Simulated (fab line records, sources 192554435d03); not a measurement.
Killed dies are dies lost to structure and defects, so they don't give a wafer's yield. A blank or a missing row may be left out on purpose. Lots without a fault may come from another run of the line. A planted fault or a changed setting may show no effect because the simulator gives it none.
Chamber matching | flow n5_finfet | N5_SD_EPI_P_ETCH_47 on rie_diel-01: 4 sister chambers
The step etches SiOCN in CH3F/O2, target depth 25 nm. 14 wafers are shown with their chamber, then 7 later ones without.

WAFERS WITH THEIR CHAMBER
wafer  | chamber | throttle_valve_pct (%) | drypump_motor_current_A (A) | showerhead_plenum_p_Torr (Torr)
L523.1 | 3       | 16.14                  | 5.56                        | 2.00
L523.3 | 0       | 15.91                  | 5.65                        | 2.04
L523.6 | 1       | 16.76                  | 6.24                        | 2.09
L533.1 | 2       | 16.17                  | 5.64                        | 1.95
L533.4 | 3       | 16.19                  | 5.55                        | 1.99
L533.6 | 3       | 16.19                  | 5.55                        | 1.99
L534.2 | 1       | 16.78                  | 6.28                        | 2.08
L534.3 | 3       | 16.19                  | 5.56                        | 1.99
L534.6 | 2       | 16.17                  | 5.61                        | 1.95
L536.2 | 0       | 15.98                  | 5.67                        | 2.03
L536.3 | 2       | 16.19                  | 5.62                        | 1.95
L536.4 | 1       | 16.78                  | 6.20                        | 2.08
L538.1 | 3       | 16.19                  | 5.56                        | 1.99
L538.4 | 0       | 15.96                  | 5.68                        | 2.03

SIGNATURES (means of the wafers above)
reading                  | chamber 0 | chamber 1 | chamber 2 | chamber 3 | scatter within a chamber
throttle_valve_pct       | 15.9500   | 16.7733   | 16.1767   | 16.1800   | 0.0227
drypump_motor_current_A  | 5.6667    | 6.2400    | 5.6233    | 5.5560    | 0.0206
showerhead_plenum_p_Torr | 2.0333    | 2.0833    | 1.9500    | 1.9920    | 0.00462
Rule: a wafer's distance from a chamber is the root of the sum, over the readings, of the square of ((its reading less the chamber's mean) divided by the reading's scatter). The wafer belongs to the nearest chamber; if the next one is less than 2 further off, it can't be placed. The scatter: the root of (the sum of the squares of (reading less its chamber's mean) over the shown wafers, divided by (wafers less chambers)).

WAFERS WITHOUT THEIR CHAMBER
wafer  | throttle_valve_pct (%) | drypump_motor_current_A (A) | showerhead_plenum_p_Torr (Torr)
L538.5 | 16.21                  | 5.55                        | 1.99
L539.1 | 16.22                  | 5.58                        | 1.99
L539.2 | 16.18                  | 5.61                        | 1.95
L539.4 | 16.80                  | 6.23                        | 2.08
L540.3 | 15.99                  | 5.65                        | 2.03
L540.4 | 16.20                  | 5.56                        | 1.99
L540.5 | 16.22                  | 5.54                        | 1.99

WHICH CHAMBER EACH WENT THROUGH
wafer  | from the rows above | in truth
L538.5 | 3                   | 3
L539.1 | 3                   | 3
L539.2 | 2                   | 2
L539.4 | 1                   | 1
L540.3 | 0                   | 0
L540.4 | 3                   | 3
L540.5 | 3                   | 3
Placed correctly: 7 of 7. Can't be placed from these rows: 0. Placed wrongly: 0.
